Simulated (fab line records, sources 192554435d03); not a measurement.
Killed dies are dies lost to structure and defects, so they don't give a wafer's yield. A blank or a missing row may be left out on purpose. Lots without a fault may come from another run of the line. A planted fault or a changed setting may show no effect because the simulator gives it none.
Split-lot experiment | flow n5_finfet | 7 lots, 21 wafers read, on a route of 1938 steps

THE SPLIT
At N5_BEOL_M0_SAQP_PECVD_96 (deposits a-Si from SiH4/He, target thk 45 nm, time 45.2 s), the setting time_s was moved away from the recipe's 45.2 s on 5 of the 21 wafers read, by -13.3% to +7.5%. The other wafers ran this setting at the recipe's value.

The reading is taken at the split's own step.

THE READING
a-Si_of_BEOL_M0_SAQP_PECVD_96.thk_nm (the simulator's own value, which no gauge read), in nm, at N5_BEOL_M0_SAQP_PECVD_96 (deposits a-Si from SiH4/He, target thk 45 nm, time 45.2 s). The file gives no usual value for it. The 16 wafers here that ran the recipe average 45.0 nm, standard deviation 0.44 nm.

wafer  | tool, chamber at the split | time_s as run, s | against the recipe | a-Si_of_BEOL_M0_SAQP_PECVD_96.thk_nm, nm | against lot-mates on the recipe
L074.1 | pecvd-02, 0                | 45.2             | recipe             | 44.8                                     | -
L074.3 | pecvd-02, 2                | 39.19            | -13.3%             | 39                                       | -5.8
L074.5 | pecvd-02, 1                | 39.19            | -13.3%             | 39.6                                     | -5.2
L078.3 | pecvd-02, 2                | 45.2             | recipe             | 45.2                                     | -
L078.4 | pecvd-02, 0,1              | 45.2             | recipe             | 45.4                                     | -
L078.5 | pecvd-02, 0,1              | 45.2             | recipe             | 45.4                                     | -
L079.1 | pecvd-03, 0                | 45.2             | recipe             | 44.4                                     | -
L079.4 | pecvd-03, 2                | 45.2             | recipe             | 45.2                                     | -
L079.5 | pecvd-03, 0                | 45.2             | recipe             | 45                                       | -
L086.3 | pecvd-03, 2                | 45.2             | recipe             | 44.6                                     | -
L086.4 | pecvd-03, 2                | 48.59            | +7.5%              | 48.4                                     | +3.6
L086.6 | pecvd-03, 0                | 45.2             | recipe             | 45                                       | -
L090.1 | pecvd-04, 1                | 45.2             | recipe             | 45.6                                     | -
L090.5 | pecvd-04, 2                | 45.2             | recipe             | 45                                       | -
L090.6 | pecvd-04, 0                | 45.2             | recipe             | 45.2                                     | -
L091.1 | pecvd-04, 2                | 45.2             | recipe             | 44.6                                     | -
L091.3 | pecvd-04, 0                | 45.2             | recipe             | 44.2                                     | -
L091.5 | pecvd-04, 0                | 47.08            | +4.2%              | 46.8                                     | +2.4
L094.1 | pecvd-04, 2                | 45.2             | recipe             | 45.2                                     | -
L094.3 | pecvd-04, 1                | 45.2             | recipe             | 46                                       | -
L094.6 | pecvd-04, 2                | 40.7             | -10.0%             | 41.2                                     | -4.4
Where a row lists several chambers, the file gives one row for several wafers and doesn't say which wafer went through which chamber.

THE FIT
A straight line over all 21 wafers: a-Si_of_BEOL_M0_SAQP_PECVD_96.thk_nm changes by +0.426 nm for each +1% of time_s; r = +0.98; the points scatter about the line by 0.43 nm.
The same after taking each lot's own level away (the mean of its wafers on the recipe; 21 wafers): +0.435 nm for each +1%; r = +0.99; scatter 0.3 nm.
On that fit, the largest move of time_s shifts the reading by 5.8 nm.
The lots' own levels span 44.40 to 45.60 nm, that is 2.7 times the standard deviation above.
So the lot-to-lot level changes the slope little: the two slopes agree.
Check: with one of the wafers moved furthest among these (-13.3%) left out of the fit, the line predicts -5.67 nm for it against its lot-mates. It came out at -5.8 nm against them.

OTHER SPLITS ON THESE WAFERS
These wafers also went through other splits before the reading. Each is held against what the fit with the lots' levels taken away leaves over:
other split on the same wafers        | wafers away from the commonest value | r with a-Si_of_BEOL_M0_SAQP_PECVD_96.thk_nm (lot level and that fit taken away)
N5_DUMMY_GATE_ETCH_31 target_depth_a  | 9                                    | +0.10
N5_SD_EPI_P_PEB_07 peb_time_s         | 7                                    | +0.21
N5_SD_EPI_P_DEVELOP_08 develop_time_s | 8                                    | -0.38
N5_HKMG_FIN_ETCH_55 bias_w            | 5                                    | +0.07
N5_HKMG_FIN_COAT_30 spin_rpm          | 6                                    | +0.17
N5_GATE_CUT_CUT_ETCH_53 icp_w         | 8                                    | -0.07
N5_MOL_CONTACT_COAG_COAT_76 spin_rpm  | 5                                    | +0.21
N5_MOL_CONTACT_COAG_EXPOSE_81 dose_mj | 6                                    | +0.03

THE FILE'S OWN FIT
a-Si_of_BEOL_M0_SAQP_PECVD_96.thk_nm changes by +0.44 nm for each +1% of time_s, r = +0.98.
